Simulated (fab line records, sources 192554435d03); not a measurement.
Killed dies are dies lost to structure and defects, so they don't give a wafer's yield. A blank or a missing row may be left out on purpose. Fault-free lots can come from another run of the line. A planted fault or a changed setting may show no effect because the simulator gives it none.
Lot-split experiment :: flow n5-finfet :: 21 wafers read across 7 lots, on a route 1938 steps long

## THE SPLIT ITSELF
At N5_BEOL_M5_DEP_56 (deposits SiCN from 3MS/NH3, target thk 8 nm, time 14 s), the setting time-s was moved away from the recipe's 14 s on 6 of the 21 wafers read, by -8.3% to +13.6%. The other wafers ran this setting at the recipe's value.

The reading is taken at the split's own step.

## THE READING
SiCN_of_BEOL_M5_DEP_56.thk-nm (the simulator's own value, which no gauge read), in nm, at N5_BEOL_M5_DEP_56 (deposits SiCN from 3MS/NH3, target thk 8 nm, time 14 s). The file does not state a usual value for it. Here, 15 wafers ran the recipe; their average is 8.1 nm with a standard deviation of 0.2 nm.

wafer: L078.1
tool, chamber at the split: pecvd-03, 2
time-s as run, s: 14
against the recipe: recipe
SiCN_of_BEOL_M5_DEP_56.thk-nm, nm: 7.8
against lot-mates on the recipe: -

wafer: L078.4
tool, chamber at the split: pecvd-03, 2
time-s as run, s: 13.31
against the recipe: -4.9%
SiCN_of_BEOL_M5_DEP_56.thk-nm, nm: 7.8
against lot-mates on the recipe: -0.2

wafer: L078.5
tool, chamber at the split: pecvd-03, 0
time-s as run, s: 14
against the recipe: recipe
SiCN_of_BEOL_M5_DEP_56.thk-nm, nm: 8.2
against lot-mates on the recipe: -

wafer: L085.2
tool, chamber at the split: pecvd-04, 1
time-s as run, s: 14
against the recipe: recipe
SiCN_of_BEOL_M5_DEP_56.thk-nm, nm: 8
against lot-mates on the recipe: -

wafer: L085.4
tool, chamber at the split: pecvd-04, 0
time-s as run, s: 14
against the recipe: recipe
SiCN_of_BEOL_M5_DEP_56.thk-nm, nm: 8.4
against lot-mates on the recipe: -

wafer: L085.6
tool, chamber at the split: pecvd-04, 1
time-s as run, s: 14
against the recipe: recipe
SiCN_of_BEOL_M5_DEP_56.thk-nm, nm: 8.2
against lot-mates on the recipe: -

wafer: L086.1
tool, chamber at the split: pecvd-03, 2
time-s as run, s: 15.9
against the recipe: +13.6%
SiCN_of_BEOL_M5_DEP_56.thk-nm, nm: 9
against lot-mates on the recipe: +1.2

wafer: L086.3
tool, chamber at the split: pecvd-03, 1
time-s as run, s: 14
against the recipe: recipe
SiCN_of_BEOL_M5_DEP_56.thk-nm, nm: 7.8
against lot-mates on the recipe: -

wafer: L086.6
tool, chamber at the split: pecvd-03, 0
time-s as run, s: 15.9
against the recipe: +13.6%
SiCN_of_BEOL_M5_DEP_56.thk-nm, nm: 9.2
against lot-mates on the recipe: +1.4

wafer: L087.2
tool, chamber at the split: pecvd-04, 1
time-s as run, s: 14
against the recipe: recipe
SiCN_of_BEOL_M5_DEP_56.thk-nm, nm: 8
against lot-mates on the recipe: -

wafer: L087.3
tool, chamber at the split: pecvd-04, 0
time-s as run, s: 14
against the recipe: recipe
SiCN_of_BEOL_M5_DEP_56.thk-nm, nm: 8.2
against lot-mates on the recipe: -

wafer: L087.6
tool, chamber at the split: pecvd-04, 0
time-s as run, s: 14
against the recipe: recipe
SiCN_of_BEOL_M5_DEP_56.thk-nm, nm: 8.4
against lot-mates on the recipe: -

wafer: L091.2
tool, chamber at the split: pecvd-04, 1,2
time-s as run, s: 14
against the recipe: recipe
SiCN_of_BEOL_M5_DEP_56.thk-nm, nm: 7.8
against lot-mates on the recipe: -

wafer: L091.3
tool, chamber at the split: pecvd-04, 1,2
time-s as run, s: 14
against the recipe: recipe
SiCN_of_BEOL_M5_DEP_56.thk-nm, nm: 7.8
against lot-mates on the recipe: -

wafer: L091.4
tool, chamber at the split: pecvd-04, 1
time-s as run, s: 14
against the recipe: recipe
SiCN_of_BEOL_M5_DEP_56.thk-nm, nm: 8
against lot-mates on the recipe: -

wafer: L095.1
tool, chamber at the split: pecvd-01, 2,1
time-s as run, s: 12.84
against the recipe: -8.3%
SiCN_of_BEOL_M5_DEP_56.thk-nm, nm: 7.2
against lot-mates on the recipe: -0.8

wafer: L095.2
tool, chamber at the split: pecvd-01, 2,1
time-s as run, s: 12.84
against the recipe: -8.3%
SiCN_of_BEOL_M5_DEP_56.thk-nm, nm: 7.2
against lot-mates on the recipe: -0.8

wafer: L095.3
tool, chamber at the split: pecvd-01, 0
time-s as run, s: 14
against the recipe: recipe
SiCN_of_BEOL_M5_DEP_56.thk-nm, nm: 8
against lot-mates on the recipe: -

wafer: L097.1
tool, chamber at the split: pecvd-01, 0
time-s as run, s: 14
against the recipe: recipe
SiCN_of_BEOL_M5_DEP_56.thk-nm, nm: 8.2
against lot-mates on the recipe: -

wafer: L097.4
tool, chamber at the split: pecvd-01, 0
time-s as run, s: 14
against the recipe: recipe
SiCN_of_BEOL_M5_DEP_56.thk-nm, nm: 8.2
against lot-mates on the recipe: -

wafer: L097.2
tool, chamber at the split: pecvd-01, 2
time-s as run, s: 15.77
against the recipe: +12.6%
SiCN_of_BEOL_M5_DEP_56.thk-nm, nm: 9.2
against lot-mates on the recipe: +1.0
Rows listing several chambers each stand for several wafers; the file does not say which wafer went through which chamber.

THE FIT
A straight line over all 21 wafers: SiCN_of_BEOL_M5_DEP_56.thk-nm changes by +0.0846 nm for each +1% of time-s; r = +0.93; the points scatter about the line by 0.2 nm.
The same after taking each lot's own level away (the mean of its wafers on the recipe; 21 wafers): +0.0899 nm for each +1%; r = +0.97; scatter 0.14 nm.
Per that fit: largest time-s move, reading shift of 1.2 nm.
The span of the lots' own levels, 7.80 to 8.20 nm, comes to 2.0 times the standard deviation stated above.
Hence the lot-to-lot level has little effect on the slope; both slopes agree.
Check: for one of the wafers moved furthest among these (+13.6%), held out of the fit, the line's prediction against its lot-mates is +1.24 nm. Against them it came out at +1.2 nm.

## OTHER SPLITS ON THESE WAFERS
Before the reading, these wafers also passed through other splits. Each is held against what the fit with the lots' levels taken away leaves over:
other split on the same wafers: N5_BEOL_M0_SAQP_SPACER1_ALD_98 temp-c
wafers away from the commonest value: 4
r with SiCN_of_BEOL_M5_DEP_56.thk-nm (lot level and that fit taken away): +0.13

other split on the same wafers: N5_BEOL_M0_ETCH_128 source-w
wafers away from the commonest value: 9
r with SiCN_of_BEOL_M5_DEP_56.thk-nm (lot level and that fit taken away): +0.16

other split on the same wafers: N5_BEOL_M2_DESCUM_33 time-s
wafers away from the commonest value: 7
r with SiCN_of_BEOL_M5_DEP_56.thk-nm (lot level and that fit taken away): -0.04

other split on the same wafers: N5_BEOL_M2_ETCHBACK_99 time-s
wafers away from the commonest value: 8
r with SiCN_of_BEOL_M5_DEP_56.thk-nm (lot level and that fit taken away): +0.19

other split on the same wafers: N5_BEOL_M3_COAT_05 spin-rpm
wafers away from the commonest value: 4
r with SiCN_of_BEOL_M5_DEP_56.thk-nm (lot level and that fit taken away): +0.23

other split on the same wafers: N5_BEOL_M3_DESCUM_33 time-s
wafers away from the commonest value: 7
r with SiCN_of_BEOL_M5_DEP_56.thk-nm (lot level and that fit taken away): +0.13

other split on the same wafers: N5_BEOL_M4_COAT_67 spin-rpm
wafers away from the commonest value: 7
r with SiCN_of_BEOL_M5_DEP_56.thk-nm (lot level and that fit taken away): -0.07

other split on the same wafers: N5_BEOL_M4_EXPOSE_25 dose-mj
wafers away from the commonest value: 7
r with SiCN_of_BEOL_M5_DEP_56.thk-nm (lot level and that fit taken away): +0.03

## THE FILE'S OWN FIT
SiCN_of_BEOL_M5_DEP_56.thk-nm changes by +0.0867 nm for each +1% of time-s, r = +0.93.
